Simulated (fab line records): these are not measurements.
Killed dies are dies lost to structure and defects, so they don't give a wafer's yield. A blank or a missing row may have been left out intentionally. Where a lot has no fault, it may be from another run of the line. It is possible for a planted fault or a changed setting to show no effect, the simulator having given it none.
Struck lot and sound lot, side by side | flow n5-finfet | 38 steps out of a route of 1938
Sound: wafers L939.1, L939.3, L939.5. The struck wafers were L926.1, L926.3, L926.6. The cause is named last.
Per side, at each step with rows, come the tool, then ch with its chambers, and then its first start. Under that, the readings that differ: sound wafers | struck wafers | difference of the means | sigmas: that difference in standard deviations of wafers without a fault.
alike: words and numbers the same on both sides, and readings whose means are apart by under 2 such deviations; not compared: readings that were withheld, readings missing a value for some wafer, numbers with overlapping values and no deviation given by the record, and bounds like >300 which may hide the same value.
A row with sigmas, a row that says differs or no value, or rows on one side alone: a step with any of these is where the two part. Non-overlapping numbers with no deviation appear without sigmas and do not part them. A reading that every wafer of one side lacks parts them only if that side has two wafers or more.

first, 9 steps without rows for these wafers: N5_BEOL_M1_ANNEAL_95 (time 240 s); N5_BEOL_M1_SPUTTER_96 (material Cu, target thk 4.5 nm, time 8.29 s); N5_BEOL_M1_ECD_50 (material Cu, target thk 300 nm); N5_BEOL_M1_ANNEAL_51 (time 90 s); N5_BEOL_M1_CMP_52 (polishes, stops on SiOC, t overpolish 6.8 s, target thk 40 nm); N5_BEOL_M1_PRE_CLEAN_60 (time 15 s); N5_BEOL_M1_CO_CAP_55 (material Co, precursor CCTBA/H2, target thk 2 nm, time 102.1 s); N5_BEOL_M1_PRE_CLEAN_56 (time 15 s); N5_BEOL_M1_DEP_57 (deposits SiCN from 3MS/NH3, target thk 8 nm, time 14 s).
N5_BEOL_M2_ILD_DEP_00: deposits SiOC from DEMS/O2, target thk 79 nm, time 15.3 s.
  sound on pecvd-04 ch 0,2, day 11 09:56; struck on pecvd-03 ch 0,1,2, day 8 02:00
  alike: heater-power-w, showerhead-plenum-p-Torr, throttle-valve-pct
  not compared: since-wet-clean-h
N5_BEOL_M2_THK_MEAS_01:
  sound: film-metro-02 at day 11 09:59; struck: film-metro-01 at day 8 02:04
  reading         | sound          | struck            | difference | sigmas
  M2_ILD_THK (nm) | 78.5 78.3 81.0 | 156.8 158.9 161.2 | +79.7      | +81
then, 24 steps without rows for these wafers: N5_BEOL_M2_PECVD_72 (deposits SiO2 from TEOS/O2, target thk 16 nm, time 18 s); N5_BEOL_M2_HM_DEP_02 (deposits TiN, target thk 20 nm); N5_BEOL_M2_COAT_61 (time 60 s, resist thk 60 nm); N5_BEOL_M2_COAT_62 (time 60 s, resist thk 12 nm); N5_BEOL_M2_COAT_73 (time 60 s, resist thk 5 nm); N5_BEOL_M2_COAT_05 (resist thk 30 nm); N5_BEOL_M2_EBR_07; N5_BEOL_M2_SOFTBAKE_06 (time 60 s); N5_BEOL_M2_EXPOSE_08 (exposes mask M2); N5_BEOL_M2_PEB_09 (peb time 60 s); N5_BEOL_M2_DEVELOP_10 (develop time 30 s); N5_BEOL_M2_DESCUM_16 (chemistry O2, time 7 s); N5_BEOL_M2_ETCH_74 (etches underlayer in N2/H2, target depth 6.5 nm, time 5.2 s); N5_BEOL_M2_ETCH_63 (etches SiARC in CF4, target depth 15.6 nm, time 26 s); N5_BEOL_M2_ETCH_64 (etches SOC in N2/H2, target depth 75 nm, overetch 22.5 nm, time 121.9 s); N5_BEOL_M2_STRIP_65 (strips in N2/H2); N5_BEOL_M2_STRIP_75 (strips in N2/H2); N5_BEOL_M2_STRIP_66 (strips in CF4); N5_BEOL_M2_HM_OPEN_17 (chemistry Cl2/BCl3, target TiN, target depth 20 nm, overetch 6 nm); N5_BEOL_M2_STRIP_19 (strips in O2); N5_BEOL_M2_COAT_67 (time 60 s, resist thk 60 nm); N5_BEOL_M2_COAT_68 (time 60 s, resist thk 12 nm); N5_BEOL_M2_COAT_76 (time 60 s, resist thk 5 nm); N5_BEOL_M2_COAT_22 (resist thk 30 nm).
N5_BEOL_M2_CMP_52: polishes, stops on SiOC, t overpolish 6.8 s, target thk 40 nm.
  sound on cmp-04 ch 0,2,3, day 12 20:26; struck on cmp-01 ch 1,2, day 8 13:14
  reading                                      | sound        | struck          | difference | sigmas
  model.SiOC_of_BEOL_M2_ILD_DEP_00.thk-nm (nm) | 75.6 75.2 78 | 153.8 155.8 158 | +79.6      |
  alike: barrier-field-endpoint-s, clearing-platen-rpm, motor-current-A, overpolish-run-s, slurry-filter-dp-kPa, time-to-endpoint-s
N5_BEOL_M4_RC_MEAS_101:
  the record has rows for the sound wafers here (prober-01 ch 0, day 15 03:50) and none for the struck ones
-- the record jumps here: 8 days lie between the struck wafers' starts before and after (it left off in module BEOL_M4 and takes up again in module PASSIVATION, whose first step shown is number 1936 of the route) --
N5_PASSIVATION_PROBE_49:
  sound: prober-01 at day 20 03:06; struck: prober-02 at day 16 11:46
  reading                  | sound          | struck         | difference | sigmas
  defect-limited-yield (%) | 90.8 92.2 91.1 | 0 0 0          | -91        | -65
  killed_at_M0_to_M3       | 20 20 31       | 1106 1105 1100 | +1080      | +98
  killed-dies              | 108 92 105     | 1180 1180 1180 | +1078      | +67
  killed-on-rim            | 15 14 18       | 152 152 152    | +136       | +38
  sort_bin_5_function (%)  | 4.7 4.7 5.3    | 95.7 96.9 96.0 | +91.3      | +97
  sort-n-pass              | 1072 1088 1075 | 0 0 0          | -1078      | -67
  sort-yield-pct (%)       | 90.8 92.2 91.1 | 0 0 0          | -91        | -65
  alike: killed_at_M4_up, killed-at-contacts, killed-at-front-end, killed-at-other, killed-open, killed-short, sort_bin_4_leakage, sort_bin_6_memory

WHERE THEY PART
Earliest at N5_BEOL_M2_THK_MEAS_01; latest, in this record, at N5_PASSIVATION_PROBE_49.

WHY: what the simulator had put in
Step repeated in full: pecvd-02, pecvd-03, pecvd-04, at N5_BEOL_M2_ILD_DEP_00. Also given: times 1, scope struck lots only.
